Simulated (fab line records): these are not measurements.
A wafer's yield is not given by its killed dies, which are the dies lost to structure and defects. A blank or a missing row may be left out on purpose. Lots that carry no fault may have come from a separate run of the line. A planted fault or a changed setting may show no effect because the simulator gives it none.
Which of the tools did it? -- flow n5_finfet -- 9 lots with 27 wafers sampled at 5 steps, on a route of 1938 steps

## WHAT EACH GAUGE READ, for each wafer
N5_BEOL_M4_INSPECT_30: inspects for defects (brightfield). Usual: raw_defect_count 432, standard deviation 110.
lot,measured,on,raw_defect_count,flag
L301,day 7 17:59,defect_inspect-02,426 460 532,
L303,day 8 01:18,defect_inspect-02,497 519 425,
L307,day 9 03:39,defect_inspect-01,540 462 484,
L308,day 9 05:59,defect_inspect-01,452 445 457,
L315,day 11 05:07,defect_inspect-02,500 387 479,
L317,day 11 09:21,defect_inspect-01,481 423 408,
L318,day 11 20:07,defect_inspect-02,348 277 356,
L319,day 11 20:50,defect_inspect-02,314 445 555,
L321,day 12 15:01,defect_inspect-02,242 481 453,

N5_BEOL_M4_RC_MEAS_101. Usual: DIBL_N 36.3 mV/V, standard deviation 1; DIBL_P 36.2 mV/V, standard deviation 1.4; IOFF_N 0.157 nA/um, standard deviation 0.021; IOFF_P 0.206 nA/um, standard deviation 0.025; ION_N 673 uA/um, standard deviation 9; ION_P 461 uA/um, standard deviation 6.4; SS_N 71.5 mV/dec, standard deviation 0.5; SS_P 73.2 mV/dec, standard deviation 0.47; VT_N 249.9 mV, standard deviation 2.4; VT_P -250.6 mV, standard deviation 2.9.
lot,measured,on,DIBL_N (mV/V),DIBL_P (mV/V),IOFF_N (nA/um),IOFF_P (nA/um),ION_N (uA/um),ION_P (uA/um),SS_N (mV/dec),SS_P (mV/dec),VT_N (mV),VT_P (mV),flag
L301,day 8 00:16,prober-01,35.0 35.3 35.6,35.5 34.7 35.7,0.131 0.128 0.131,0.174 0.170 0.179,674 664 665,456 452 456,71.2 71.7 70.8,72.7 73.0 72.5,252.7 252.4 254.0,-254.4 -255.1 -254.1,
L303,day 8 10:10,prober-02,36.3 35.5 37.9,36.9 36.1 38.2,0.150 0.134 0.171,0.209 0.194 0.225,659 657 669,457 452 461,71.7 71.6 72.7,72.9 73.6 74.3,252.3 255.2 250.0,-251.1 -251.2 -252.0,
L307,day 9 09:32,prober-01,37.5 39.5 38.3,35.9 38.7 37.6,0.151 0.202 0.181,0.199 0.242 0.226,668 686 686,464 467 469,71.5 72.3 71.5,73.9 73.3 73.5,250.2 246.9 250.7,-249.6 -247.3 -250.6,
L308,day 9 13:46,prober-01,37.1 36.2 36.3,38.0 37.4 37.1,0.200 0.189 0.183,0.260 0.241 0.251,676 673 676,464 463 465,72.4 71.8 71.9,74.0 73.5 74.3,247.1 246.8 249.2,-247.2 -248.0 -246.9,
L315,day 11 11:57,prober-01,36.6 36.8 36.1,36.7 36.7 34.8,0.187 0.202 0.169,0.259 0.271 0.233,685 687 682,470 475 471,71.7 71.7 71.1,73.0 72.9 72.7,247.2 243.5 247.3,-244.2 -244.8 -248.5,
L317,day 11 15:38,prober-01,36.5 38.0 36.4,35.7 37.5 35.4,0.142 0.169 0.138,0.199 0.228 0.196,665 666 658,454 463 456,71.3 71.4 71.1,73.1 73.5 73.1,250.0 249.7 250.6,-250.1 -248.1 -253.0,
L318,day 12 04:47,prober-02,35.6 36.8 36.5,35.9 37.1 37.8,0.151 0.173 0.172,0.179 0.206 0.214,665 666 678,455 455 463,70.6 71.6 71.6,73.3 72.8 73.4,248.0 250.0 248.5,-254.9 -251.5 -252.5,
L319,day 12 07:06,prober-01,37.3 37.6 36.7,38.0 38.4 36.6,0.173 0.181 0.157,0.249 0.255 0.226,690 685 674,471 480 466,72.1 72.4 72.5,73.8 73.7 72.7,249.4 245.4 247.9,-244.6 -244.6 -248.5,
L321,day 12 23:17,prober-01,35.8 34.6 35.3,36.5 35.0 35.7,0.162 0.136 0.152,0.227 0.198 0.210,680 670 677,469 467 468,71.4 71.5 71.4,74.0 72.7 73.7,245.4 251.9 251.6,-247.4 -251.0 -245.4,

## WHICH TOOL RAN EACH LOT (tool, then ch and the chambers of the sampled wafers, then the start)
lot,N5_BEOL_M4_ETCH_70,N5_BEOL_M4_VIA_ETCH_34,N5_BEOL_M4_STRIP_97
L301,"rie_diel-04 ch 0,2,3, day 7 19:31","rie_diel-04 ch 0,2,3, day 7 19:37","rie_diel-04 ch 0,2,3, day 8 00:16 or earlier"
L303,"rie_diel-02 ch 0,2,3, day 8 05:40","rie_diel-02 ch 0,2,3, day 8 05:46","rie_diel-02 ch 0,2,3, day 8 10:10 or earlier"
L307,"rie_diel-06 ch 0,3, day 9 05:35","rie_diel-06 ch 0,3, day 9 05:41","rie_diel-06 ch 0,3, day 9 09:32 or earlier"
L308,"rie_diel-06 ch 2,3, day 9 09:11","rie_diel-06 ch 2,3, day 9 09:17","rie_diel-06 ch 2,3, day 9 13:46 or earlier"
L315,"rie_diel-06 ch 1,2,3, day 11 07:22","rie_diel-06 ch 1,2,3, day 11 07:28","rie_diel-06 ch 1,2,3, day 11 11:57 or earlier"
L317,"rie_diel-04 ch 0,2,3, day 11 11:34","rie_diel-04 ch 0,2,3, day 11 11:40","rie_diel-04 ch 0,2,3, day 11 15:38 or earlier"
L318,"rie_diel-06 ch 0,1,3, day 11 23:28","rie_diel-06 ch 0,1,3, day 11 23:35","rie_diel-06 ch 0,1,3, day 12 04:47 or earlier"
L319,"rie_diel-04 ch 0,2, day 12 00:54","rie_diel-04 ch 0,2, day 12 01:00","rie_diel-04 ch 0,2, day 12 07:06 or earlier"
L321,"rie_diel-02 ch 1,2,3, day 12 17:56","rie_diel-02 ch 1,2,3, day 12 18:03","rie_diel-02 ch 1,2,3, day 12 23:17 or earlier"
- N5_BEOL_M4_ETCH_70: etches SOC in N2/H2, target depth 80 nm, overetch 24 nm, time 130 s.
- N5_BEOL_M4_VIA_ETCH_34: etches the open film in C4F6/O2, target depth 69.4 nm, time 65.9 s.
- N5_BEOL_M4_STRIP_97: strips in N2/H2, time 10 s.

## WHAT THE TOOLS THEMSELVES READ (means of the sampled wafers that have a number; where no wafer has one, the mark that the record gives instead)
N5_BEOL_M4_ETCH_70. Usual: drypump_motor_current_A 5.8 A, standard deviation 0.56; h2_flow_sccm 200.0 sccm, standard deviation 0.56; oes_product_au 0.58 a.u., standard deviation 0.059; rf_vpp_V 523.5 V, standard deviation 2.2; showerhead_plenum_p_Torr 2.53 Torr, standard deviation 0.08; throttle_valve_pct 17.86 %, standard deviation 0.29.
lot,tool,drypump_motor_current_A (A),h2_flow_sccm (sccm),oes_product_au (a.u.),rf_vpp_V (V),showerhead_plenum_p_Torr (Torr),throttle_valve_pct (%),flag
L301,rie_diel-04,6.1,199.8,0.58,524.2,2.55,17.80,
L303,rie_diel-02,5.6,200.2,0.58,523.8,2.53,17.96,
L307,rie_diel-06,5.5,199.8,0.57,523.5,2.53,17.85,
L308,rie_diel-06,5.6,199.8,0.55,522.2,2.48,17.76,
L315,rie_diel-06,5.5,219.8,0.54,524.7,2.60,18.63,OFF
L317,rie_diel-04,6.1,200.3,0.62,522.9,2.54,17.71,
L318,rie_diel-06,5.8,220.4,0.55,523.6,2.61,18.59,OFF
L319,rie_diel-04,6.3,199.7,0.63,522.0,2.47,17.66,
L321,rie_diel-02,5.7,199.7,0.60,523.9,2.56,18.08,

N5_BEOL_M4_VIA_ETCH_34. Usual: drypump_motor_current_A 5.8 A, standard deviation 0.56; oes_product_au 0.79 a.u., standard deviation 0.087; rf_vpp_V 669 V, standard deviation 5.8; showerhead_plenum_p_Torr 2.82 Torr, standard deviation 0.085; throttle_valve_pct 30.7 %, standard deviation 0.3.
lot,tool,drypump_motor_current_A (A),oes_product_au (a.u.),rf_vpp_V (V),showerhead_plenum_p_Torr (Torr),throttle_valve_pct (%),flag
L301,rie_diel-04,6.1,0.79,671,2.86,30.8,
L303,rie_diel-02,5.6,0.80,663,2.82,30.8,
L307,rie_diel-06,5.6,0.79,672,2.82,30.7,
L308,rie_diel-06,5.6,0.75,672,2.77,30.6,
L315,rie_diel-06,5.6,0.74,674,2.84,30.9,
L317,rie_diel-04,6.1,0.84,671,2.84,30.7,
L318,rie_diel-06,5.8,0.74,671,2.84,30.8,
L319,rie_diel-04,6.3,0.87,666,2.78,30.8,
L321,rie_diel-02,5.7,0.81,665,2.85,31.0,

N5_BEOL_M4_STRIP_97. Usual: drypump_motor_current_A 5.8 A, standard deviation 0.56; oes_product_au 0.79 a.u., standard deviation 0.085; rf_vpp_V 59.2 V, standard deviation 0.81; showerhead_plenum_p_Torr 2.53 Torr, standard deviation 0.08; throttle_valve_pct 23.7 %, standard deviation 0.33.
lot,tool,drypump_motor_current_A (A),oes_product_au (a.u.),rf_vpp_V (V),showerhead_plenum_p_Torr (Torr),throttle_valve_pct (%),flag
L301,rie_diel-04,6.1,0.79,58.9,2.55,23.7,
L303,rie_diel-02,5.6,0.80,58.7,2.52,23.9,
L307,rie_diel-06,5.5,0.80,60.0,2.52,23.7,
L308,rie_diel-06,5.6,0.76,59.5,2.47,23.6,
L315,rie_diel-06,5.5,0.74,58.4,2.54,23.9,
L317,rie_diel-04,6.1,0.85,59.4,2.54,23.6,
L318,rie_diel-06,5.8,0.75,59.4,2.54,23.8,
L319,rie_diel-04,6.3,0.88,58.7,2.47,23.5,
L321,rie_diel-02,5.7,0.82,59.2,2.55,24.0,

## THE ANSWER, worked out from the rows above alone
Rule: lot off if the mean of its wafers having a number is beyond 3 standard deviations from the usual mean. A lot without any number at a reading at which 4 lots or more have one is off too. All remaining lots with rows at the step are treated as sound. First the gauges in route order, then the tools' own readings, where a lot's mean is used as printed above. At the first step where some lot is off, the reading lying furthest off is the one used; lots without a number count as furthest.
Off: L315, L318, at N5_BEOL_M4_ETCH_70 (h2_flow_sccm).
A tool fits if, at that step or a process step before it, it ran every lot that is off, and no sound lot after the first of them. One candidate fits, namely rie_diel-06 at N5_BEOL_M4_ETCH_70. A fault onset in the window from L308 (day 9 09:11, its last sound lot) to L315 (day 11 07:22, its first lot off) fits.
The tool's own readings at N5_BEOL_M4_ETCH_70 bear it out: on the lots that are off they differ by more than 5 times the standard deviation of the sound lots' means. h2_flow_sccm reads 220.1 sccm there against 199.9 sccm on the sound lots; throttle_valve_pct reads 18.61 % there against 17.83 % on the sound lots.

## WHAT THE SIMULATOR PUT IN
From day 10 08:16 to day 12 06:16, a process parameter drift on rie_diel-06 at N5_BEOL_M4_ETCH_70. The setting h2_flow_sccm was moved by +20, starting from 200. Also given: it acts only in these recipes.
Struck lots among those shown: L315, L318. Same finding as the rule above.
